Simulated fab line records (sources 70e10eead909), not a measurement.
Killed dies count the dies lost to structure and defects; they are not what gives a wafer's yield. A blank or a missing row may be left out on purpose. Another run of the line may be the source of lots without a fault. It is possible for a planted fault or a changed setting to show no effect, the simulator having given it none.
Which tool did it? + flow nandHarc + 24 lots, 72 wafers sampled, at 5 steps of a route of 1159

WHAT EACH GAUGE READ, for each wafer
NHARC_A_SGD_CUT_INSPECT_25.
| lot  | measured     | on               | rawDefectCount |
|------|--------------|------------------|----------------|
| L076 | day 14 22:17 | defectInspect-01 | 289 331 377    |
| L075 | day 14 22:20 | defectInspect-02 | 269 210 324    |
| L078 | day 14 22:23 | defectInspect-02 | 260 258 394    |
| L074 | day 14 22:25 | defectInspect-01 | 231 154 215    |
| L077 | day 14 22:22 | defectInspect-01 | 241 185 243    |
| L079 | day 15 08:03 | defectInspect-02 | 257 283 320    |
| L080 | day 15 08:04 | defectInspect-01 | 364 371 375    |
| L081 | day 15 08:03 | defectInspect-01 | 203 207 267    |
| L085 | day 16 08:30 | defectInspect-01 | 215 219 288    |
| L082 | day 16 08:31 | defectInspect-02 | 285 340 267    |
| L083 | day 16 08:39 | defectInspect-01 | 356 359 309    |
| L084 | day 16 23:30 | defectInspect-01 | 344 264 385    |
| L087 | day 17 10:28 | defectInspect-02 | 430 349 267    |
| L086 | day 17 10:31 | defectInspect-01 | 234 326 429    |
| L088 | day 17 16:56 | defectInspect-01 | 442 329 324    |
| L090 | day 18 10:47 | defectInspect-01 | 629 399 257    |
| L089 | day 18 10:44 | defectInspect-02 | 261 248 189    |
| L092 | day 18 22:52 | defectInspect-01 | 241 160 180    |
| L091 | day 18 23:07 | defectInspect-02 | 341 288 320    |
| L093 | day 18 22:52 | defectInspect-02 | 281 293 409    |
| L095 | day 19 02:38 | defectInspect-02 | 262 257 255    |
| L096 | day 19 05:20 | defectInspect-02 | 199 273 220    |
| L094 | day 19 02:37 | defectInspect-01 | 224 287 342    |
| L097 | day 20 03:12 | defectInspect-01 | 242 313 215    |

NHARC_A_SLIT_CD_MEAS_09: target cd 300 nm.
| lot  | measured     | on       | cdNm (nm)         |
|------|--------------|----------|-------------------|
| L076 | day 15 02:02 | cdSem-01 | 300.0 300.4 299.9 |
| L075 | day 15 01:31 | cdSem-01 | 299.9 299.9 299.7 |
| L078 | day 15 03:57 | cdSem-01 | 300.0 300.7 300.1 |
| L074 | day 15 04:24 | cdSem-01 | 299.4 299.1 298.5 |
| L077 | day 15 03:36 | cdSem-01 | 299.6 299.4 300.0 |
| L079 | day 15 12:55 | cdSem-02 | 299.7 300.7 299.9 |
| L080 | day 15 13:07 | cdSem-01 | 300.9 299.9 299.4 |
| L081 | day 15 11:09 | cdSem-02 | 299.6 299.4 299.7 |
| L085 | day 16 12:44 | cdSem-02 | 300.2 299.2 299.3 |
| L082 | day 16 11:36 | cdSem-03 | 299.2 299.7 299.3 |
| L083 | day 16 13:01 | cdSem-02 | 299.7 299.6 300.5 |
| L084 | day 17 02:52 | cdSem-01 | 300.2 299.9 300.0 |
| L087 | day 17 13:50 | cdSem-03 | 299.7 299.8 299.3 |
| L086 | day 17 15:27 | cdSem-02 | 299.8 300.0 300.0 |
| L088 | day 17 20:21 | cdSem-03 | 299.8 300.2 300.2 |
| L090 | day 18 13:56 | cdSem-02 | 300.4 299.8 299.7 |
| L089 | day 18 13:46 | cdSem-03 | 299.5 299.4 299.5 |
| L092 | day 19 01:58 | cdSem-01 | 299.4 299.7 299.4 |
| L091 | day 19 04:05 | cdSem-03 | 299.7 299.3 299.8 |
| L093 | day 19 03:01 | cdSem-01 | 300.5 301.2 299.5 |
| L095 | day 19 09:06 | cdSem-03 | 299.7 300.9 300.7 |
| L096 | day 19 12:44 | cdSem-01 | 299.5 299.2 300.4 |
| L094 | day 19 08:44 | cdSem-03 | 298.4 299.0 298.8 |
| L097 | day 20 06:54 | cdSem-01 | 299.8 299.6 299.9 |

TOOL THAT RAN EACH LOT (tool first, then ch and the chambers of the sampled wafers, then the start)
| lot  | NHARC_A_STAIRCASE_STRIP_476       | NHARC_A_STAIRCASE_ETCH_444        | NHARC_A_SGD_CUT_DEP_00          |
|------|-----------------------------------|-----------------------------------|---------------------------------|
| L076 | rieDiel-10 ch 0,1,2, day 12 13:10 | rieDiel-06 ch 1,2,3, day 14 11:50 | pecvd-02 ch 0,1,2, day 14 16:55 |
| L075 | rieDiel-05 ch 1,2,3, day 12 17:13 | rieDiel-06 ch 0,3, day 14 10:09   | pecvd-01 ch 0,2, day 14 15:12   |
| L078 | rieDiel-05 ch 1,3, day 13 00:20   | rieDiel-10 ch 0,2,3, day 14 11:46 | pecvd-03 ch 1,2, day 14 16:44   |
| L074 | rieDiel-10 ch 0,1,2, day 13 01:38 | rieDiel-05 ch 0,1,2, day 14 09:55 | pecvd-03 ch 0,1,2, day 14 14:45 |
| L077 | rieDiel-05 ch 0,1,2, day 13 03:05 | rieDiel-05 ch 0,1, day 14 11:31   | pecvd-01 ch 0,1,2, day 14 16:26 |
| L079 | rieDiel-10 ch 1,2,3, day 13 06:06 | rieDiel-10 ch 2,3, day 14 19:58   | pecvd-01 ch 0,2, day 15 01:08   |
| L080 | rieDiel-05 ch 1,2, day 13 07:48   | rieDiel-06 ch 0,2,3, day 14 20:52 | pecvd-03 ch 0,1,2, day 15 01:31 |
| L081 | rieDiel-05 ch 0,2,3, day 13 10:43 | rieDiel-05 ch 0,2,3, day 14 19:50 | pecvd-01 ch 0,1,2, day 15 00:58 |
| L085 | rieDiel-05 ch 0,1,3, day 14 05:59 | rieDiel-05 ch 0,1,3, day 15 20:31 | pecvd-03 ch 1,2, day 16 01:46   |
| L082 | rieDiel-05 ch 2,3, day 14 08:11   | rieDiel-06 ch 0,1,3, day 15 20:00 | pecvd-02 ch 0,1,2, day 16 00:53 |
| L083 | rieDiel-06 ch 1,2, day 14 09:35   | rieDiel-06 ch 1,3, day 15 20:57   | pecvd-02 ch 1,2, day 16 02:08   |
| L084 | rieDiel-10 ch 1,3, day 14 12:49   | rieDiel-06 ch 0,1, day 16 08:19   | pecvd-02 ch 0,1,2, day 16 13:35 |
| L087 | rieDiel-10 ch 2,3, day 15 02:14   | rieDiel-05 ch 1,2,3, day 16 18:02 | pecvd-03 ch 0,1,2, day 17 00:03 |
| L086 | rieDiel-10 ch 1,2,3, day 15 02:48 | rieDiel-10 ch 1,2,3, day 16 17:52 | pecvd-01 ch 0,1, day 16 23:49   |
| L088 | rieDiel-06 ch 1,2, day 15 10:26   | rieDiel-05 ch 0,2,3, day 17 05:15 | pecvd-01 ch 0,1, day 17 09:51   |
| L090 | rieDiel-06 ch 1,2,3, day 15 19:20 | rieDiel-05 ch 1,2,3, day 17 16:59 | pecvd-01 ch 0,1,2, day 17 21:29 |
| L089 | rieDiel-06 ch 1,3, day 15 22:28   | rieDiel-06 ch 0,1, day 17 16:33   | pecvd-01 ch 0,1,2, day 17 21:42 |
| L092 | rieDiel-05 ch 0,2,3, day 16 17:40 | rieDiel-05 ch 0,3, day 18 09:05   | pecvd-03 ch 0,2, day 18 14:02   |
| L091 | rieDiel-10 ch 0,1,2, day 16 21:59 | rieDiel-06 ch 0,1,2, day 18 10:02 | pecvd-03 ch 0,1,2, day 18 14:26 |
| L093 | rieDiel-10 ch 0,2, day 16 22:28   | rieDiel-10 ch 0,1, day 18 09:22   | pecvd-02 ch 0,2, day 18 14:35   |
| L095 | rieDiel-06 ch 0,1,3, day 17 01:48 | rieDiel-05 ch 0,1,2, day 18 14:10 | pecvd-02 ch 1,2, day 18 19:24   |
| L096 | rieDiel-10 ch 0,1,3, day 17 05:46 | rieDiel-10 ch 0,3, day 18 17:16   | pecvd-02 ch 0,1,2, day 18 22:19 |
| L094 | rieDiel-10 ch 0,1,2, day 17 06:27 | rieDiel-10 ch 0,1,3, day 18 13:55 | pecvd-03 ch 0,1,2, day 18 20:01 |
| L097 | rieDiel-10 ch 1,3, day 18 06:49   | rieDiel-05 ch 0,1,3, day 19 15:14 | pecvd-02 ch 0,1,2, day 19 19:55 |
- NHARC_A_STAIRCASE_STRIP_476: strips in O2, time 20 s.
- NHARC_A_STAIRCASE_ETCH_444: etches the open film in C4F8/O2, target depth 10200 nm, time 3400 s.
- NHARC_A_SGD_CUT_DEP_00: deposits SiNx, target thk 50 nm.

WHAT THE TOOLS THEMSELVES READ (means of the sampled wafers that have a number; where no wafer has one, the mark that the record gives instead)
NHARC_A_STAIRCASE_STRIP_476.
| lot  | tool       | drypumpMotorCurrentA (A) | oesProductAu (a.u.) | rfVppV (V) | showerheadPlenumPTorr (Torr) | throttleValvePct (%) |
|------|------------|--------------------------|---------------------|------------|------------------------------|----------------------|
| L076 | rieDiel-10 | 6.2                      | 1.012               | 58.2       | 3.55                         | 17.036               |
| L075 | rieDiel-05 | 5.9                      | 0.995               | 57.3       | 3.48                         | 17.031               |
| L078 | rieDiel-05 | 5.6                      | 0.993               | 57.5       | 3.39                         | 17.042               |
| L074 | rieDiel-10 | 6.1                      | 1.001               | 57.8       | 3.55                         | 17.038               |
| L077 | rieDiel-05 | 6.0                      | 1.000               | 57.8       | 3.50                         | 17.039               |
| L079 | rieDiel-10 | 6.1                      | 1.004               | 57.8       | 3.47                         | 17.037               |
| L080 | rieDiel-05 | 5.8                      | 1.006               | 57.6       | 3.47                         | 17.037               |
| L081 | rieDiel-05 | 6.1                      | 0.983               | 57.4       | 3.51                         | 17.040               |
| L085 | rieDiel-05 | 5.6                      | 0.995               | 57.8       | 3.40                         | 17.042               |
| L082 | rieDiel-05 | 6.0                      | 0.994               | 57.3       | 3.48                         | 17.039               |
| L083 | rieDiel-06 | 5.6                      | 0.999               | 58.2       | 3.48                         | 17.042               |
| L084 | rieDiel-10 | 6.2                      | 1.002               | 57.8       | 3.41                         | 17.031               |
| L087 | rieDiel-10 | 5.6                      | 1.003               | 57.6       | 3.45                         | 17.040               |
| L086 | rieDiel-10 | 6.0                      | 1.010               | 57.3       | 3.46                         | 17.035               |
| L088 | rieDiel-06 | 5.5                      | 0.994               | 57.3       | 3.45                         | 17.037               |
| L090 | rieDiel-06 | 5.8                      | 0.999               | 57.7       | 3.50                         | 17.043               |
| L089 | rieDiel-06 | 5.9                      | 1.002               | 58.0       | 3.53                         | 17.037               |
| L092 | rieDiel-05 | 6.1                      | 0.988               | 57.6       | 3.49                         | 17.039               |
| L091 | rieDiel-10 | 6.2                      | 1.012               | 57.2       | 3.54                         | 17.044               |
| L093 | rieDiel-10 | 6.0                      | 1.007               | 57.7       | 3.59                         | 17.033               |
| L095 | rieDiel-06 | 6.0                      | 1.002               | 57.8       | 3.55                         | 17.033               |
| L096 | rieDiel-10 | 5.8                      | 1.009               | 57.5       | 3.47                         | 17.037               |
| L094 | rieDiel-10 | 6.1                      | 1.013               | 57.1       | 3.53                         | 17.037               |
| L097 | rieDiel-10 | 6.2                      | 1.000               | 57.5       | 3.40                         | 17.031               |

NHARC_A_STAIRCASE_ETCH_444.
| lot  | tool       | oesProductAu (a.u.) | rfFwdPowerW (W) | rfVppV (V) |
|------|------------|---------------------|-----------------|------------|
| L076 | rieDiel-06 | 0.925               | 598.5           | 807        |
| L075 | rieDiel-06 | 0.925               | 600.2           | 809        |
| L078 | rieDiel-10 | 0.928               | 600.5           | 807        |
| L074 | rieDiel-05 | 0.921               | 600.7           | 806        |
| L077 | rieDiel-05 | 0.926               | 599.7           | 803        |
| L079 | rieDiel-10 | 0.937               | 598.9           | 806        |
| L080 | rieDiel-06 | 0.925               | 601.0           | 807        |
| L081 | rieDiel-05 | 0.917               | 599.1           | 806        |
| L085 | rieDiel-05 | 0.914               | 600.7           | 803        |
| L082 | rieDiel-06 | 0.930               | 600.4           | 808        |
| L083 | rieDiel-06 | 0.928               | 601.6           | 807        |
| L084 | rieDiel-06 | 0.932               | 598.3           | 806        |
| L087 | rieDiel-05 | 0.953               | 599.5           | 804        |
| L086 | rieDiel-10 | 0.943               | 603.2           | 804        |
| L088 | rieDiel-05 | 0.962               | 599.1           | 805        |
| L090 | rieDiel-05 | 0.939               | 600.2           | 804        |
| L089 | rieDiel-06 | 0.925               | 601.5           | 807        |
| L092 | rieDiel-05 | 0.916               | 599.8           | 803        |
| L091 | rieDiel-06 | 0.930               | 601.4           | 806        |
| L093 | rieDiel-10 | 0.927               | 600.1           | 805        |
| L095 | rieDiel-05 | 0.924               | 598.0           | 806        |
| L096 | rieDiel-10 | 0.936               | 599.2           | 806        |
| L094 | rieDiel-10 | 0.931               | 600.1           | 804        |
| L097 | rieDiel-05 | 0.922               | 600.4           | 802        |

NHARC_A_SGD_CUT_DEP_00.
| lot  | tool     | heaterPowerOuterW (W) | heaterPowerW (W) | rfFwdPowerW (W) |
|------|----------|-----------------------|------------------|-----------------|
| L076 | pecvd-02 | 453                   | 743              | 447.7           |
| L075 | pecvd-01 | 508                   | 777              | 448.6           |
| L078 | pecvd-03 | 367                   | 694              | 449.2           |
| L074 | pecvd-03 | 366                   | 695              | 447.1           |
| L077 | pecvd-01 | 460                   | 743              | 447.8           |
| L079 | pecvd-01 | 463                   | 728              | 447.6           |
| L080 | pecvd-03 | 352                   | 663              | 449.2           |
| L081 | pecvd-01 | 492                   | 782              | 448.7           |
| L085 | pecvd-03 | 340                   | 653              | 448.3           |
| L082 | pecvd-02 | 449                   | 730              | 448.7           |
| L083 | pecvd-02 | 419                   | 725              | 448.2           |
| L084 | pecvd-02 | 449                   | 761              | 450.2           |
| L087 | pecvd-03 | 376                   | 700              | 447.5           |
| L086 | pecvd-01 | 445                   | 753              | 447.1           |
| L088 | pecvd-01 | 405                   | 686              | 448.8           |
| L090 | pecvd-01 | 470                   | 754              | 448.0           |
| L089 | pecvd-01 | 459                   | 749              | 447.3           |
| L092 | pecvd-03 | 381                   | 719              | 448.6           |
| L091 | pecvd-03 | 375                   | 699              | 448.9           |
| L093 | pecvd-02 | 399                   | 695              | 449.3           |
| L095 | pecvd-02 | 413                   | 695              | 449.8           |
| L096 | pecvd-02 | 433                   | 711              | 449.6           |
| L094 | pecvd-03 | 374                   | 708              | 449.4           |
| L097 | pecvd-02 | 451                   | 746              | 447.4           |

THE ANSWER, worked out from the rows above alone
Rule: what is usual is taken from the lots themselves. The widest of any qualifying gaps counts: lots, ordered by their means at a reading, are off when they make up no more than a third of the lots, leave a main group of 4 or more, and stand apart from it by 3 or more times the standard deviation of that group's means. The tables above print the reading to a certain number of digits; a main group whose means all agree to those digits is not used. A lot without any number at a reading at which 4 lots or more have one is off too. All remaining lots with rows at the step are treated as sound. After the gauges, taken in route order, come the tools' own readings; for these a lot's mean is taken, as printed above. The first step at which some lot is off is used, and at that step the reading that is off furthest; a lot without a number counts as furthest.
No lot is off at any reading shown: from this, nothing can be told.

WHAT THE SIMULATOR HAD PUT IN
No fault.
